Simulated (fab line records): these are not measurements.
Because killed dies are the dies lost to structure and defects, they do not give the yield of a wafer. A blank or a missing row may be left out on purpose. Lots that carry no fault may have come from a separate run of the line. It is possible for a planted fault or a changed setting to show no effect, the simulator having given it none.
Chamber matching :: flow nand_harc :: ald_hk-01 running NHARC_A_WL_FILL_ALD_00: 4 sister chambers
The step deposits Al2O3, target thk 3 nm, pulse time 3 s, ald cycles 30. 8 wafers are shown with their chamber, then 10 later ones without.

## WAFERS, EACH WITH ITS CHAMBER
wafer: L451.5
chamber: 3
heater_power_w (W): 605
precursor_pulse_height_rel: 0.992

wafer: L460.3
chamber: 3
heater_power_w (W): 599
precursor_pulse_height_rel: 0.988

wafer: L462.2
chamber: 1
heater_power_w (W): 432
precursor_pulse_height_rel: 1.043

wafer: L462.4
chamber: 0
heater_power_w (W): 388
precursor_pulse_height_rel: 0.999

wafer: L464.1
chamber: 0
heater_power_w (W): 382
precursor_pulse_height_rel: 1.036

wafer: L464.6
chamber: 1
heater_power_w (W): 432
precursor_pulse_height_rel: 0.999

wafer: L465.1
chamber: 2
heater_power_w (W): 532
precursor_pulse_height_rel: 0.962

wafer: L465.5
chamber: 2
heater_power_w (W): 542
precursor_pulse_height_rel: 0.954

## WAFERS WHOSE CHAMBER IS MISSING
wafer: L465.6
heater_power_w (W): 433
precursor_pulse_height_rel: 0.996

wafer: L470.2
heater_power_w (W): 532
precursor_pulse_height_rel: 1.038

wafer: L470.4
heater_power_w (W): 374
precursor_pulse_height_rel: 0.989

wafer: L470.6
heater_power_w (W): 588
precursor_pulse_height_rel: 1.001

wafer: L469.1
heater_power_w (W): 606
precursor_pulse_height_rel: 1.028

wafer: L469.2
heater_power_w (W): 379
precursor_pulse_height_rel: 1.012

wafer: L469.3
heater_power_w (W): 449
precursor_pulse_height_rel: 1.015

wafer: L471.1
heater_power_w (W): 521
precursor_pulse_height_rel: 1.000

wafer: L471.3
heater_power_w (W): 455
precursor_pulse_height_rel: 0.996

wafer: L471.5
heater_power_w (W): 541
precursor_pulse_height_rel: 1.005

## WHICH CHAMBER EACH ONE RAN IN
wafer: L465.6
from the rows above: 1
in truth: 1

wafer: L470.2
from the rows above: 2
in truth: 2

wafer: L470.4
from the rows above: 0
in truth: 0

wafer: L470.6
from the rows above: 3
in truth: 3

wafer: L469.1
from the rows above: 3
in truth: 3

wafer: L469.2
from the rows above: 0
in truth: 0

wafer: L469.3
from the rows above: 1
in truth: 1

wafer: L471.1
from the rows above: 2
in truth: 2

wafer: L471.3
from the rows above: 1
in truth: 1

wafer: L471.5
from the rows above: 2
in truth: 2
Correct placement for 10 of the 10. Not placeable from these rows: 0. Number placed wrongly: 0.
How it was worked out, from the rows above alone: a wafer's distance from a chamber is the root of the sum, over the readings, of the square of ((its reading less the chamber's mean) divided by the reading's scatter). The wafer belongs to the nearest chamber; if the next one is less than 2 further off, it can't be placed. The mean given for a chamber averages the wafers shown for that chamber. How the scatter is found: for the shown wafers, subtract from each reading the mean of its chamber, square and add these, divide the total by (wafers less chambers), then take the root.
